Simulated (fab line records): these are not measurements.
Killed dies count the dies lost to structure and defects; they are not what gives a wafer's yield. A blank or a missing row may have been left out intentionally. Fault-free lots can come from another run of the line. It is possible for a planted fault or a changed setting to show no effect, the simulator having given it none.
Which tool was responsible? ; flow nandHarc ; Sampling: 24 lots, 72 wafers, 6 of 1302 route steps

WHAT THE GAUGES SHOWED, per wafer
No reading from a measuring or inspecting step in the record can be judged against a usual standard deviation.

WHAT TOOL EACH LOT RAN ON (gives the tool, then ch and the chambers of the sampled wafers, and finally the start)
lot;NHARC_A_CONTACT_ETCH_49;NHARC_A_CONTACT_ETCH_121;NHARC_A_CONTACT_DEP_58;NHARC_A_CONTACT_ETCH_132;NHARC_A_CONTACT_ETCH_106;NHARC_A_CONTACT_STRIP_82
L074;rieDiel-10 ch 1,2,3, day 21 16:46 or earlier;harCapEtch-01 ch 0,1, day 21 16:46;pecvd-02 ch 0,1,2, day 22 03:43;harCapEtch-03 ch 0,1, day 22 07:29;rieDiel-02 ch 0,3, day 22 08:57;rieDiel-02 ch 0,1,2, no start
L075;rieDiel-10 ch 0,2, day 22 09:51 or earlier;harCapEtch-03 ch 1, day 22 09:51;pecvd-02 ch 0,1, day 22 15:35;harCapEtch-01 ch 1, day 22 19:22;rieDiel-02 ch 0,1,3, day 22 21:34;rieDiel-02 ch 0,2, no start
L076;rieDiel-03 ch 0,1,2, day 22 10:46 or earlier;harCapEtch-02 ch 0, day 22 10:46;pecvd-02 ch 0,1,2, day 22 18:05;harCapEtch-02 ch 0,1, day 22 21:56;rieDiel-02 ch 1,2,3, day 22 23:25;rieDiel-02 ch 0,1,2, no start
L077;rieDiel-02 ch 0,2, day 22 14:08 or earlier;harCapEtch-03 ch 0,1, day 22 14:08;pecvd-01 ch 0,2, day 22 21:17;harCapEtch-01 ch 1, day 23 01:13;rieDiel-02 ch 0,2,3, day 23 02:40;rieDiel-02 ch 1,2,3, no start
L078;rieDiel-02 ch 0,2,3, day 23 00:50 or earlier;harCapEtch-03 ch 0,1, day 23 00:50;pecvd-02 ch 0,1, day 23 07:56;harCapEtch-02 ch 0,1, day 23 11:49;rieDiel-02 ch 2,3, day 23 13:18;rieDiel-02 ch 0,2,3, no start
L080;rieDiel-02 ch 0,3, day 23 18:29 or earlier;harCapEtch-01 ch 0,1, day 23 18:29;pecvd-01 ch 0,1,2, day 24 00:25;harCapEtch-02 ch 0,1, day 24 04:14;rieDiel-03 ch 0,1,2, day 24 05:43;rieDiel-03 ch 0,2, no start
L079;rieDiel-03 ch 0,3, day 23 18:56 or earlier;harCapEtch-03 ch 0,1, day 23 18:56;pecvd-04 ch 0,1,2, day 24 00:38;harCapEtch-01 ch 0,1, day 24 04:31;rieDiel-02 ch 1,2, day 24 05:59;rieDiel-02 ch 0,1,2, no start
L081;rieDiel-03 ch 0,1, day 24 10:28 or earlier;harCapEtch-03 ch 0,1, day 24 10:28;pecvd-01 ch 1,2, day 24 19:22;harCapEtch-03 ch 0,1, day 24 23:22;rieDiel-03 ch 1,2,3, day 25 01:08;rieDiel-03 ch 0,2,3, no start
L082;rieDiel-02 ch 0,1,2, day 25 14:47 or earlier;harCapEtch-01 ch 0,1, day 25 14:47;pecvd-04 ch 0,1, day 25 20:34;harCapEtch-03 ch 0,1, day 26 00:25;rieDiel-02 ch 0,1, day 26 03:07;rieDiel-02 ch 0,1,3, no start
L085;rieDiel-02 ch 0,2,3, day 26 05:05 or earlier;harCapEtch-02 ch 0,1, day 26 05:05;pecvd-01 ch 0,1, day 26 16:19;harCapEtch-02 ch 0,1, day 26 20:04;rieDiel-02 ch 0,3, day 26 21:36;rieDiel-02 ch 0,2,3, no start
L083;rieDiel-02 ch 1,2,3, day 26 06:23 or earlier;harCapEtch-01 ch 0,1, day 26 06:23;pecvd-04 ch 0,1,2, day 26 16:56;harCapEtch-01 ch 0,1, day 26 20:50;rieDiel-02 ch 0,2,3, day 26 22:25;rieDiel-02 ch 0,2,3, no start
L086;rieDiel-02 ch 0,2,3, day 26 08:17 or earlier;harCapEtch-03 ch 0,1, day 26 08:17;pecvd-04 ch 0,1, day 26 20:13;harCapEtch-03 ch 0,1, day 27 02:01;rieDiel-03 ch 0,3, day 27 03:29;rieDiel-03 ch 0,3, no start
L084;rieDiel-02 ch 0,1,3, day 26 16:13 or earlier;harCapEtch-01 ch 0,1, day 26 16:13;pecvd-04 ch 0,1,2, day 27 03:14;harCapEtch-01 ch 0, day 27 08:17;rieDiel-10 ch 2,3, day 27 09:45;rieDiel-10 ch 0,1,2, no start
L087;rieDiel-03 ch 0,1,3, day 26 17:28 or earlier;harCapEtch-03 ch 0,1, day 26 17:28;pecvd-04 ch 1,2, day 27 03:58;harCapEtch-02 ch 1, day 27 07:44;rieDiel-03 ch 1,2, day 27 09:11;rieDiel-03 ch 0,1,3, no start
L088;rieDiel-02 ch 0,2, day 27 17:52 or earlier;harCapEtch-01 ch 0,1, day 27 17:52;pecvd-04 ch 0,1,2, day 28 02:32;harCapEtch-03 ch 0, day 28 06:40;rieDiel-02 ch 0,1, day 28 08:07;rieDiel-02 ch 0,3, no start
L091;rieDiel-02 ch 0,1, day 28 07:56 or earlier;harCapEtch-02 ch 0,1, day 28 07:56;pecvd-01 ch 0,1, day 28 15:33;harCapEtch-01 ch 0,1, day 28 19:27;rieDiel-02 ch 0,1,2, day 28 20:55;rieDiel-02 ch 0,1,2, no start
L090;rieDiel-02 ch 1,3, day 28 17:00 or earlier;harCapEtch-03 ch 0,1, day 28 17:00;pecvd-04 ch 0,2, day 29 01:13;harCapEtch-02 ch 0,1, day 29 04:58;rieDiel-10 ch 1,2,3, day 29 06:30;rieDiel-10 ch 1,2,3, no start
L089;rieDiel-10 ch 1,2,3, day 28 17:50 or earlier;harCapEtch-02 ch 0,1, day 28 17:50;pecvd-02 ch 0,2, day 29 03:44;harCapEtch-03 ch 0,1, day 29 07:31;rieDiel-03 ch 1,2, day 29 11:47;rieDiel-03 ch 0,1,3, no start
L092;rieDiel-02 ch 2,3, day 28 21:50 or earlier;harCapEtch-03 ch 0,1, day 28 21:50;pecvd-04 ch 0,1,2, day 29 06:59;harCapEtch-02 ch 0,1, day 29 10:44;rieDiel-02 ch 1,2,3, day 29 12:11;rieDiel-02 ch 0,1, no start
L093;rieDiel-10 ch 1,2,3, day 29 15:36 or earlier;harCapEtch-03 ch 0,1, day 29 15:36;pecvd-02 ch 0,1, day 29 21:22;harCapEtch-01 ch 0,1, day 30 01:20;rieDiel-10 ch 0,1,2, day 30 02:49;rieDiel-10 ch 0,1,3, no start
L094;rieDiel-02 ch 0,1,2, day 29 20:02 or earlier;harCapEtch-02 ch 0, day 29 20:02;pecvd-04 ch 0,1,2, day 30 01:45;harCapEtch-02 ch 0, day 30 05:40;rieDiel-02 ch 0,1,3, day 30 07:35;rieDiel-02 ch 0,1,3, no start
L095;rieDiel-03 ch 1,2, day 30 16:27 or earlier;harCapEtch-02 ch 0,1, day 30 16:27;pecvd-04 ch 0,1, day 30 22:13;harCapEtch-01 ch 0,1, day 31 02:35;rieDiel-10 ch 0,1, day 31 04:11;rieDiel-10 ch 1,2,3, no start
L096;rieDiel-02 ch 1,2,3, day 30 16:38 or earlier;harCapEtch-03 ch 0,1, day 30 16:38;pecvd-02 ch 0,1,2, day 30 22:43;harCapEtch-02 ch 0,1, day 31 02:53;rieDiel-02 ch 1,2,3, day 31 04:35;rieDiel-02 ch 0,1,3, no start
L097;rieDiel-02 ch 0,3, day 31 05:00 or earlier;harCapEtch-03 ch 0,1, day 31 05:00;pecvd-04 ch 1,2, day 31 10:47;harCapEtch-03 ch 0,1, day 31 14:40;rieDiel-02 ch 1,2,3, day 31 16:15;rieDiel-02 ch 0,2,3, no start
- NHARC_A_CONTACT_ETCH_49: etches the open film in N2/H2, target depth 260 nm, time 475.3 s.
- NHARC_A_CONTACT_ETCH_121: etches the open film in C4F8/O2/Ar, time 190 s, target depth 1850 nm.
- NHARC_A_CONTACT_DEP_58: deposits SiON, target thk 90 nm.
- NHARC_A_CONTACT_ETCH_132: etches the open film in C4F8/O2/Ar, time 197 s, target depth 1924 nm.
- NHARC_A_CONTACT_ETCH_106: etches the open film in CF4/O2, target depth 90 nm, overetch 9 nm, time 49.5 s.
- NHARC_A_CONTACT_STRIP_82: strips in O2.

WHAT THE TOOLS THEMSELVES READ (means of the sampled wafers that have a number; where no wafer has one, the mark that the record gives instead)
NHARC_A_CONTACT_ETCH_49. Usual: drypumpMotorCurrentA 5.7 A, standard deviation 0.43; n2FlowSccm 150.0 sccm, standard deviation 0.45; oesProductAu 0.996 a.u., standard deviation 0.0089; rfVppV 430.1 V, standard deviation 2.9; showerheadPlenumPTorr 2.03 Torr, standard deviation 0.1; throttleValvePct 14.170 %, standard deviation 0.0077.
lot;tool;drypumpMotorCurrentA (A);n2FlowSccm (sccm);oesProductAu (a.u.);rfVppV (V);showerheadPlenumPTorr (Torr);throttleValvePct (%);flag
L074;rieDiel-10;5.6;150.2;0.998;430.0;2.05;14.172;
L075;rieDiel-10;5.2;149.6;1.004;429.6;2.00;14.178;
L076;rieDiel-03;5.8;150.0;0.999;430.4;2.09;14.169;
L077;rieDiel-02;5.6;149.7;1.001;428.7;1.95;14.167;
L078;rieDiel-02;5.7;149.6;1.001;428.7;1.97;14.179;
L080;rieDiel-02;5.9;149.8;1.015;427.3;1.93;14.171;
L079;rieDiel-03;5.6;150.1;1.000;431.0;2.06;14.168;
L081;rieDiel-03;5.8;149.9;0.999;431.4;2.06;14.172;
L082;rieDiel-02;5.7;149.7;0.987;430.0;2.03;14.175;
L085;rieDiel-02;5.7;149.9;0.994;428.7;1.97;14.177;
L083;rieDiel-02;5.8;150.1;0.988;430.7;2.05;14.171;
L086;rieDiel-02;5.7;150.1;0.989;428.4;1.97;14.165;
L084;rieDiel-02;6.0;149.5;0.989;430.2;2.01;14.170;
L087;rieDiel-03;5.8;150.4;1.000;430.2;2.01;14.174;
L088;rieDiel-02;5.3;149.6;0.998;429.5;1.98;14.167;
L091;rieDiel-02;6.1;149.7;0.999;430.9;2.06;14.169;
L090;rieDiel-02;6.2;150.3;0.992;432.1;2.08;14.169;
L089;rieDiel-10;5.5;149.9;1.008;429.2;2.03;14.176;
L092;rieDiel-02;5.8;149.8;0.986;428.4;1.99;14.172;
L093;rieDiel-10;5.5;150.3;1.003;430.0;2.02;14.177;
L094;rieDiel-02;5.7;149.7;0.996;430.1;2.02;14.165;
L095;rieDiel-03;5.9;150.1;0.995;434.5;2.20;14.168;
L096;rieDiel-02;5.8;150.2;0.982;430.4;2.04;14.169;
L097;rieDiel-02;5.9;150.1;1.000;427.0;1.92;14.170;

NHARC_A_CONTACT_ETCH_121. Usual: 1.000 a.u. for oesAirLineAu, sd 0.02.
lot;tool;oesAirLineAu (a.u.);flag
L074;harCapEtch-01;0.998;
L075;harCapEtch-03;1.011;
L076;harCapEtch-02;0.978;
L077;harCapEtch-03;0.975;
L078;harCapEtch-03;0.984;
L080;harCapEtch-01;0.996;
L079;harCapEtch-03;0.984;
L081;harCapEtch-03;0.986;
L082;harCapEtch-01;1.002;
L085;harCapEtch-02;1.020;
L083;harCapEtch-01;1.001;
L086;harCapEtch-03;0.991;
L084;harCapEtch-01;1.004;
L087;harCapEtch-03;1.027;
L088;harCapEtch-01;1.001;
L091;harCapEtch-02;1.001;
L090;harCapEtch-03;1.028;
L089;harCapEtch-02;1.010;
L092;harCapEtch-03;0.989;
L093;harCapEtch-03;1.004;
L094;harCapEtch-02;0.986;
L095;harCapEtch-02;0.999;
L096;harCapEtch-03;0.986;
L097;harCapEtch-03;1.006;

NHARC_A_CONTACT_DEP_58. Usual: heaterPowerOuterW 461 W, standard deviation 66; heaterPowerW 790 W, standard deviation 100.
lot;tool;heaterPowerOuterW (W);heaterPowerW (W);flag
L074;pecvd-02;483;822;
L075;pecvd-02;478;814;
L076;pecvd-02;479;822;
L077;pecvd-01;447;726;
L078;pecvd-02;535;931;
L080;pecvd-01;488;827;
L079;pecvd-04;456;782;
L081;pecvd-01;512;855;
L082;pecvd-04;410;748;
L085;pecvd-01;476;819;
L083;pecvd-04;429;753;
L086;pecvd-04;400;719;
L084;pecvd-04;442;762;
L087;pecvd-04;418;747;
L088;pecvd-04;447;766;
L091;pecvd-01;509;883;
L090;pecvd-04;428;726;
L089;pecvd-02;422;722;
L092;pecvd-04;450;774;
L093;pecvd-02;518;869;
L094;pecvd-04;423;733;
L095;pecvd-04;479;824;
L096;pecvd-02;470;797;
L097;pecvd-04;436;746;

NHARC_A_CONTACT_ETCH_132. Usual: 1.002 a.u. for oesAirLineAu, sd 0.019.
lot;tool;oesAirLineAu (a.u.);flag
L074;harCapEtch-03;1.002;
L075;harCapEtch-01;0.988;
L076;harCapEtch-02;1.012;
L077;harCapEtch-01;0.992;
L078;harCapEtch-02;0.995;
L080;harCapEtch-02;1.007;
L079;harCapEtch-01;0.999;
L081;harCapEtch-03;0.996;
L082;harCapEtch-03;1.001;
L085;harCapEtch-02;1.005;
L083;harCapEtch-01;1.007;
L086;harCapEtch-03;0.999;
L084;harCapEtch-01;0.980;
L087;harCapEtch-02;1.004;
L088;harCapEtch-03;1.011;
L091;harCapEtch-01;1.030;
L090;harCapEtch-02;1.010;
L089;harCapEtch-03;1.008;
L092;harCapEtch-02;1.013;
L093;harCapEtch-01;0.990;
L094;harCapEtch-02;1.036;
L095;harCapEtch-01;1.006;
L096;harCapEtch-02;1.000;
L097;harCapEtch-03;1.008;

NHARC_A_CONTACT_ETCH_106. Usual: drypumpMotorCurrentA 5.7 A, standard deviation 0.43; oesProductAu 0.998 a.u., standard deviation 0.0099; rfVppV 197.6 V, standard deviation 1.5; showerheadPlenumPTorr 1.32 Torr, standard deviation 0.064; throttleValvePct 13.396 %, standard deviation 0.0082.
lot;tool;drypumpMotorCurrentA (A);oesProductAu (a.u.);rfVppV (V);showerheadPlenumPTorr (Torr);throttleValvePct (%);flag
L074;rieDiel-02;6.0;1.005;196.1;1.28;13.402;
L075;rieDiel-02;6.0;1.002;197.4;1.32;13.390;
L076;rieDiel-02;5.8;0.993;198.0;1.34;13.398;
L077;rieDiel-02;5.7;0.995;197.2;1.29;13.392;
L078;rieDiel-02;5.4;0.992;196.9;1.32;13.393;
L080;rieDiel-03;5.8;1.000;198.7;1.36;13.395;
L079;rieDiel-02;5.5;0.995;198.1;1.35;13.391;
L081;rieDiel-03;5.8;1.002;197.4;1.33;13.399;
L082;rieDiel-02;5.9;0.997;196.6;1.30;13.396;
L085;rieDiel-02;6.0;0.995;196.4;1.28;13.389;
L083;rieDiel-02;5.7;0.993;196.1;1.29;13.402;
L086;rieDiel-03;5.5;1.019;198.3;1.37;13.395;
L084;rieDiel-10;5.4;0.994;198.2;1.39;13.407;
L087;rieDiel-03;6.1;1.000;196.8;1.30;13.394;
L088;rieDiel-02;6.1;0.992;197.5;1.35;13.387;
L091;rieDiel-02;5.7;0.997;197.5;1.32;13.394;
L090;rieDiel-10;5.5;1.013;197.7;1.33;13.388;
L089;rieDiel-03;6.1;0.995;200.0;1.44;13.392;
L092;rieDiel-02;5.8;0.994;197.5;1.34;13.409;
L093;rieDiel-10;5.4;1.005;196.7;1.28;13.399;
L094;rieDiel-02;6.1;0.987;197.1;1.31;13.401;
L095;rieDiel-10;5.7;0.999;196.6;1.25;13.400;
L096;rieDiel-02;5.8;0.990;197.3;1.34;13.405;
L097;rieDiel-02;5.8;0.986;197.6;1.34;13.393;

NHARC_A_CONTACT_STRIP_82. Usual: drypumpMotorCurrentA 5.7 A, standard deviation 0.43; oesProductAu 0.998 a.u., standard deviation 0.01; rfVppV 57.7 V, standard deviation 0.86; showerheadPlenumPTorr 3.50 Torr, standard deviation 0.16; throttleValvePct 17.037 %, standard deviation 0.0089.
lot;tool;drypumpMotorCurrentA (A);oesProductAu (a.u.);rfVppV (V);showerheadPlenumPTorr (Torr);throttleValvePct (%);flag
L074;rieDiel-02;5.7;1.004;57.7;3.51;17.035;
L075;rieDiel-02;5.3;0.996;57.7;3.45;17.025;
L076;rieDiel-02;5.7;0.995;57.7;3.51;17.031;
L077;rieDiel-02;5.8;0.995;58.3;3.55;17.037;
L078;rieDiel-02;5.7;1.005;57.4;3.42;17.041;
L080;rieDiel-03;5.6;1.010;57.3;3.72;17.038;
L079;rieDiel-02;5.7;1.006;57.8;3.51;17.040;
L081;rieDiel-03;5.6;1.003;58.5;3.66;17.052;
L082;rieDiel-02;6.1;1.001;56.7;3.48;17.043;
L085;rieDiel-02;5.7;0.992;56.4;3.41;17.037;
L083;rieDiel-02;5.7;0.997;57.2;3.41;17.038;
L086;rieDiel-03;5.6;1.007;58.7;3.61;17.041;
L084;rieDiel-10;5.5;0.996;57.6;3.40;17.032;
L087;rieDiel-03;5.8;1.005;58.2;3.48;17.032;
L088;rieDiel-02;6.0;0.990;57.8;3.38;17.040;
L091;rieDiel-02;5.7;0.996;57.9;3.50;17.034;
L090;rieDiel-10;5.5;1.002;58.3;3.51;17.030;
L089;rieDiel-03;5.8;0.996;57.9;3.65;17.041;
L092;rieDiel-02;5.9;0.985;57.4;3.44;17.028;
L093;rieDiel-10;5.6;1.009;58.3;3.47;17.037;
L094;rieDiel-02;6.1;0.997;57.5;3.47;17.030;
L095;rieDiel-10;5.5;1.000;57.2;3.50;17.035;
L096;rieDiel-02;6.0;0.990;58.1;3.47;17.030;
L097;rieDiel-02;5.7;0.996;57.6;3.40;17.037;

THE ANSWER, worked out from the rows above alone
Rule: a lot counts as off when the mean over its wafers that have a number is more than 3 standard deviations away from the usual mean. A lot without any number at a reading at which 4 lots or more have one is off too. Any other lot the step has rows for is counted as sound. Order of review: gauges by route order, followed by the tools' own readings, for which a lot's mean as printed above is used. The first step at which some lot is off is used, and at that step the reading that is off furthest; a lot without a number counts as furthest.
Nothing can be told from this: no lot is off at any reading shown.

WHAT HAD BEEN PUT IN BY THE SIMULATOR
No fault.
